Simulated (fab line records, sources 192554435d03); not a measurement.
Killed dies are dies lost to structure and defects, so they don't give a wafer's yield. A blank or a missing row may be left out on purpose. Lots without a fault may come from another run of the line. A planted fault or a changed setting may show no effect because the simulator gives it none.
Split-lot experiment | flow n5_finfet | 7 lots, 21 wafers read, on a route of 1938 steps

THE SPLIT
At N5_BEOL_M7_TRENCH_ETCH_37 (etches SiCOH lowk in C4F6/O2, target depth 93.478 nm, time 31.2 s), the setting bias_w was moved away from the recipe's 185 W on 4 of the 21 wafers read, by -8.9% to +17.9%. The other wafers ran this setting at the recipe's value.

The reading is taken at the split's own step.

THE READING
rf_vpp_V, in V, at N5_BEOL_M7_TRENCH_ETCH_37 (etches SiCOH lowk in C4F6/O2, target depth 93.478 nm, time 31.2 s). Fault-free wafers of this fab line usually give 666 V, standard deviation 4.5 V.

wafer  | tool, chamber at the split | bias_w as run, W | against the recipe | rf_vpp_V, V | against lot-mates on the recipe
L079.1 | rie_diel-05, 2             | 185              | recipe             | 671         | -
L079.4 | rie_diel-05, 3             | 185              | recipe             | 670         | -
L079.6 | rie_diel-05, 2             | 185              | recipe             | 671         | -
L080.2 | rie_diel-04, 0             | 218.2            | +17.9%             | 764         | +98
L080.3 | rie_diel-04, 1             | 185              | recipe             | 667         | -
L080.6 | rie_diel-04, 2             | 185              | recipe             | 665         | -
L083.2 | rie_diel-03, 0             | 185              | recipe             | 664         | -
L083.3 | rie_diel-03, 1             | 185              | recipe             | 664         | -
L083.4 | rie_diel-03, 2             | 185              | recipe             | 663         | -
L086.4 | rie_diel-04, 0             | 185              | recipe             | 669         | -
L086.5 | rie_diel-04, 1             | 185              | recipe             | 665         | -
L086.6 | rie_diel-04, 2             | 185              | recipe             | 664         | -
L088.1 | rie_diel-03, 1             | 185              | recipe             | 665         | -
L088.4 | rie_diel-03, 2             | 185              | recipe             | 662         | -
L088.6 | rie_diel-03, 1             | 185              | recipe             | 664         | -
L089.4 | rie_diel-03, 0             | 185              | recipe             | 664         | -
L089.5 | rie_diel-03, 2             | 168.6            | -8.9%              | 615         | -49
L089.6 | rie_diel-03, 3             | 168.6            | -8.9%              | 626         | -38
L094.2 | rie_diel-04, 2             | 198.7            | +7.4%              | 705         | +40
L094.3 | rie_diel-04, 3             | 185              | recipe             | 659         | -
L094.6 | rie_diel-04, 0             | 185              | recipe             | 670         | -

THE FIT
A straight line over all 21 wafers: rf_vpp_V changes by +5.34 V for each +1% of bias_w; r = +0.99; the points scatter about the line by 3.7 V.
The same after taking each lot's own level away (the mean of its wafers on the recipe; 21 wafers): +5.29 V for each +1%; r = +0.99; scatter 3 V.
On that fit, the largest move of bias_w shifts the reading by 95 V.
The lots' own levels span 663.7 to 670.7 V, that is 1.6 times the standard deviation above.
So the lot-to-lot level changes the slope little: the two slopes agree.
Check: with one of the wafers moved furthest among these (+17.9%) left out of the fit, the line predicts +91.2 V for it against its lot-mates. It came out at +98 V against them.
Tool readings at the split's step, against how far the setting was moved: rf_vpp_V r = +0.99.

OTHER SPLITS ON THESE WAFERS
These wafers also went through other splits before the reading. Each is held against what the fit with the lots' levels taken away leaves over:
other split on the same wafers   | wafers away from the commonest value | r with rf_vpp_V (lot level and that fit taken away)
N5_BEOL_M5_EXPOSE_08 dose_mj     | 8                                    | -0.28
N5_BEOL_M6_ETCH_61 bias_w        | 9                                    | -0.04
N5_BEOL_M6_TRENCH_ETCH_37 time_s | 9                                    | -0.19

THE FILE'S OWN FIT
rf_vpp_V changes by +5.35 V for each +1% of bias_w, r = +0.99.
